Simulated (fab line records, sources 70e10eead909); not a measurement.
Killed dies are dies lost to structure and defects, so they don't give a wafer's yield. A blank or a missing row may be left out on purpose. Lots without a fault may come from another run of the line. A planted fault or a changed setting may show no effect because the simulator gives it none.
Chamber matching | flow nand_harc | NHARC_P_M0_PRE_CLEAN_31 on pecvd-04: 3 sister chambers
The step time 12 s. 22 wafers are shown with their chamber, then 11 later ones without.

WAFERS WITH THEIR CHAMBER
wafer  | chamber | heater_power_w (W)
L074.2 | 1       | 653
L074.3 | 2       | 758
L074.6 | 2       | 755
L076.2 | 2       | 666
L076.5 | 1       | 663
L076.6 | 0       | 635
L078.1 | 0       | 659
L078.2 | 1       | 680
L078.6 | 0       | 642
L078.3 | 1       | 677
L078.4 | 0       | 655
L078.5 | 1       | 678
L079.2 | 2       | 752
L079.3 | 1       | 680
L079.6 | 1       | 681
L083.2 | 1       | 606
L083.3 | 2       | 728
L083.4 | 2       | 714
L089.2 | 2       | 628
L089.3 | 1       | 647
L089.5 | 2       | 645
L094.1 | 2       | 703

SIGNATURES (means of the wafers above)
reading        | chamber 0 | chamber 1 | chamber 2 | scatter within a chamber
heater_power_w | 647.75    | 662.78    | 705.44    | 35.9
Rule: a wafer's distance from a chamber is the root of the sum, over the readings, of the square of ((its reading less the chamber's mean) divided by the reading's scatter). The wafer belongs to the nearest chamber; if the next one is less than 2 further off, it can't be placed. The scatter: the root of (the sum of the squares of (reading less its chamber's mean) over the shown wafers, divided by (wafers less chambers)).

WAFERS WITHOUT THEIR CHAMBER
wafer  | heater_power_w (W)
L094.3 | 697
L094.5 | 646
L095.3 | 623
L095.5 | 683
L095.6 | 709
L097.1 | 629
L097.4 | 610
L097.6 | 662
L097.2 | 675
L097.3 | 657
L097.5 | 659

WHICH CHAMBER EACH WENT THROUGH
wafer  | from the rows above          | in truth
L094.3 | can't be placed: 2 or 1 or 0 | 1
L094.5 | can't be placed: 0 or 1 or 2 | 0
L095.3 | can't be placed: 0 or 1 or 2 | 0
L095.5 | can't be placed: 1 or 2 or 0 | 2
L095.6 | can't be placed: 2 or 1 or 0 | 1
L097.1 | can't be placed: 0 or 1 or 2 | 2
L097.4 | can't be placed: 0 or 1 or 2 | 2
L097.6 | can't be placed: 1 or 0 or 2 | 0
L097.2 | can't be placed: 1 or 0 or 2 | 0
L097.3 | can't be placed: 1 or 0 or 2 | 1
L097.5 | can't be placed: 1 or 0 or 2 | 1
Placed correctly: 0 of 11. Can't be placed from these rows: 11 (the true chamber is among the candidates in 11). Placed wrongly: 0.
